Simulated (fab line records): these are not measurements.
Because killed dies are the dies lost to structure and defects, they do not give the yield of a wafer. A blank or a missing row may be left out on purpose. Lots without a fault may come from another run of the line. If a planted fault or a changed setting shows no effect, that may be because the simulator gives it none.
Matching of chambers || flow nand_harc || NHARC_A_CONTACT_ETCH_92 on rie_diel-03: 4 sister chambers
The step etches the open film in CH3F/O2, target depth 40 nm, time 85.7 s. 8 wafers are shown with their chamber, then 7 later ones without.

## WAFERS PAIRED WITH THEIR CHAMBERS
{"wafer": "L597.6", "chamber": 3, "showerhead_plenum_p_Torr (Torr)": 2.54, "drypump_motor_current_A (A)": 6.4}
{"wafer": "L605.4", "chamber": 0, "showerhead_plenum_p_Torr (Torr)": 2.31, "drypump_motor_current_A (A)": 5.4}
{"wafer": "L605.6", "chamber": 3, "showerhead_plenum_p_Torr (Torr)": 2.53, "drypump_motor_current_A (A)": 6.3}
{"wafer": "L611.1", "chamber": 2, "showerhead_plenum_p_Torr (Torr)": 2.54, "drypump_motor_current_A (A)": 5.4}
{"wafer": "L611.2", "chamber": 1, "showerhead_plenum_p_Torr (Torr)": 2.61, "drypump_motor_current_A (A)": 5.6}
{"wafer": "L611.3", "chamber": 0, "showerhead_plenum_p_Torr (Torr)": 2.31, "drypump_motor_current_A (A)": 5.4}
{"wafer": "L609.2", "chamber": 2, "showerhead_plenum_p_Torr (Torr)": 2.54, "drypump_motor_current_A (A)": 5.4}
{"wafer": "L609.4", "chamber": 1, "showerhead_plenum_p_Torr (Torr)": 2.61, "drypump_motor_current_A (A)": 5.6}

## WAFERS WITH NO CHAMBER GIVEN
{"wafer": "L609.6", "showerhead_plenum_p_Torr (Torr)": 2.61, "drypump_motor_current_A (A)": 5.5}
{"wafer": "L613.2", "showerhead_plenum_p_Torr (Torr)": 2.31, "drypump_motor_current_A (A)": 5.4}
{"wafer": "L613.4", "showerhead_plenum_p_Torr (Torr)": 2.53, "drypump_motor_current_A (A)": 6.4}
{"wafer": "L613.6", "showerhead_plenum_p_Torr (Torr)": 2.31, "drypump_motor_current_A (A)": 5.4}
{"wafer": "L614.2", "showerhead_plenum_p_Torr (Torr)": 2.53, "drypump_motor_current_A (A)": 5.4}
{"wafer": "L614.3", "showerhead_plenum_p_Torr (Torr)": 2.53, "drypump_motor_current_A (A)": 6.3}
{"wafer": "L614.5", "showerhead_plenum_p_Torr (Torr)": 2.53, "drypump_motor_current_A (A)": 5.4}

## CHAMBER TAKEN BY EACH
{"wafer": "L609.6", "from the rows above": 1, "in truth": 1}
{"wafer": "L613.2", "from the rows above": 0, "in truth": 0}
{"wafer": "L613.4", "from the rows above": 3, "in truth": 3}
{"wafer": "L613.6", "from the rows above": 0, "in truth": 0}
{"wafer": "L614.2", "from the rows above": 2, "in truth": 2}
{"wafer": "L614.3", "from the rows above": 3, "in truth": 3}
{"wafer": "L614.5", "from the rows above": 2, "in truth": 2}
7 of 7 placed correctly. From these rows, 0 cannot be placed. Placed wrongly: 0.
How it was worked out, from the rows above alone: a wafer's distance from a chamber is the root of the sum, over the readings, of the square of ((its reading less the chamber's mean) divided by the reading's scatter). If the next closest chamber is less than 2 further off than the closest, the wafer can't be placed; otherwise it belongs to the closest. Each chamber's mean is taken over the wafers shown for it. The scatter: the root of (the sum of the squares of (reading less its chamber's mean) over the shown wafers, divided by (wafers less chambers)).
